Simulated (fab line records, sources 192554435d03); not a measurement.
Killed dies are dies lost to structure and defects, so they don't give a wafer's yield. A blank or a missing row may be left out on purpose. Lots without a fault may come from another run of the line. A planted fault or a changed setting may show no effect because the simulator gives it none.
Split-lot experiment | flow n5_finfet | 7 lots, 39 wafers read, on a route of 1938 steps

THE SPLIT
At N5_FIN_SAQP_EXPOSE_13 (exposes mask FIN CORE, target cd 35.6 nm), the setting dose_mj was moved away from the recipe's 63.25 on 15 of the 39 wafers read, by -7.6% to +7.1%. The other wafers ran this setting at the recipe's value.

FROM THE SPLIT TO THE READING: what the file shows between them, 2 steps
- N5_FIN_SAQP_PEB_14: peb time 60 s
- N5_FIN_SAQP_DEVELOP_15: develop time 30 s

THE READING
cd_nm, in nm, at N5_FIN_SAQP_CD_MEAS_16 (target cd 35.6 nm). Fault-free wafers of this fab line usually give 35.6 nm, standard deviation 0.34 nm.

wafer  | tool, chamber at the split | dose_mj as run | against the recipe | cd_nm, nm | against lot-mates on the recipe
L075.1 | arfi_scanner-02, 0         | 63.25          | recipe             | 35.1      | -
L075.2 | arfi_scanner-02, 0         | 63.25          | recipe             | 35.9      | -
L075.5 | arfi_scanner-02, 0         | 63.25          | recipe             | 35.0      | -
L078.1 | arfi_scanner-02, 0         | 63.25          | recipe             | 35.5      | -
L078.2 | arfi_scanner-02, 0         | 61.23          | -3.2%              | 36.2      | +0.7
L078.3 | arfi_scanner-02, 0         | 63.25          | recipe             | 35.4      | -
L078.4 | arfi_scanner-02, 0         | 61.23          | -3.2%              | 36.5      | +1.0
L078.5 | arfi_scanner-02, 0         | 63.25          | recipe             | 35.7      | -
L078.6 | arfi_scanner-02, 0         | 61.23          | -3.2%              | 36.7      | +1.2
L079.1 | arfi_scanner-02, 0         | 58.44          | -7.6%              | 37.3      | +2.0
L079.2 | arfi_scanner-02, 0         | 58.44          | -7.6%              | 37.2      | +1.9
L079.3 | arfi_scanner-02, 0         | 63.25          | recipe             | 35.4      | -
L079.4 | arfi_scanner-02, 0         | 63.25          | recipe             | 35.0      | -
L079.5 | arfi_scanner-02, 0         | 63.25          | recipe             | 35.4      | -
L079.6 | arfi_scanner-02, 0         | 58.44          | -7.6%              | 37.2      | +1.9
L080.1 | arfi_scanner-01, 0         | 67.75          | +7.1%              | 34.1      | -1.7
L080.2 | arfi_scanner-01, 0         | 67.75          | +7.1%              | 33.9      | -1.9
L080.3 | arfi_scanner-01, 0         | 63.25          | recipe             | 35.9      | -
L080.4 | arfi_scanner-01, 0         | 67.75          | +7.1%              | 34.1      | -1.7
L080.5 | arfi_scanner-01, 0         | 63.25          | recipe             | 35.4      | -
L080.6 | arfi_scanner-01, 0         | 63.25          | recipe             | 36.1      | -
L082.1 | arfi_scanner-01, 0         | 66.81          | +5.6%              | 34.2      | -1.0
L082.2 | arfi_scanner-01, 0         | 63.25          | recipe             | 35.1      | -
L082.3 | arfi_scanner-01, 0         | 66.81          | +5.6%              | 34.0      | -1.2
L082.4 | arfi_scanner-01, 0         | 63.25          | recipe             | 35.4      | -
L082.5 | arfi_scanner-01, 0         | 66.81          | +5.6%              | 33.4      | -1.8
L082.6 | arfi_scanner-01, 0         | 63.25          | recipe             | 35.0      | -
L083.1 | arfi_scanner-01, 0         | 66.92          | +5.8%              | 33.9      | -1.5
L083.2 | arfi_scanner-01, 0         | 63.25          | recipe             | 35.3      | -
L083.3 | arfi_scanner-01, 0         | 63.25          | recipe             | 35.9      | -
L083.4 | arfi_scanner-01, 0         | 66.92          | +5.8%              | 33.8      | -1.6
L083.5 | arfi_scanner-01, 0         | 63.25          | recipe             | 35.0      | -
L083.6 | arfi_scanner-01, 0         | 66.92          | +5.8%              | 34.2      | -1.2
L084.1 | arfi_scanner-02, 0         | 63.25          | recipe             | 35.4      | -
L084.2 | arfi_scanner-02, 0         | 63.25          | recipe             | 35.1      | -
L084.3 | arfi_scanner-02, 0         | 63.25          | recipe             | 35.8      | -
L084.4 | arfi_scanner-02, 0         | 63.25          | recipe             | 35.7      | -
L084.5 | arfi_scanner-02, 0         | 63.25          | recipe             | 35.3      | -
L084.6 | arfi_scanner-02, 0         | 63.25          | recipe             | 34.7      | -

THE FIT
A straight line over all 39 wafers: cd_nm changes by -0.241 nm for each +1% of dose_mj; r = -0.94; the points scatter about the line by 0.34 nm.
The same after taking each lot's own level away (the mean of its wafers on the recipe; 39 wafers): -0.252 nm for each +1%; r = -0.96; scatter 0.28 nm.
On that fit, the largest move of dose_mj shifts the reading by 1.9 nm.
The lots' own levels span 35.17 to 35.80 nm, that is 1.9 times the standard deviation above.
So the lot-to-lot level changes the slope little: the two slopes agree.
Check: with one of the wafers moved furthest among these (-7.6%) left out of the fit, the line predicts +1.93 nm for it against its lot-mates. It came out at +2.03 nm against them.

THE FILE'S OWN FIT
cd_nm changes by -0.253 nm for each +1% of dose_mj, r = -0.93.
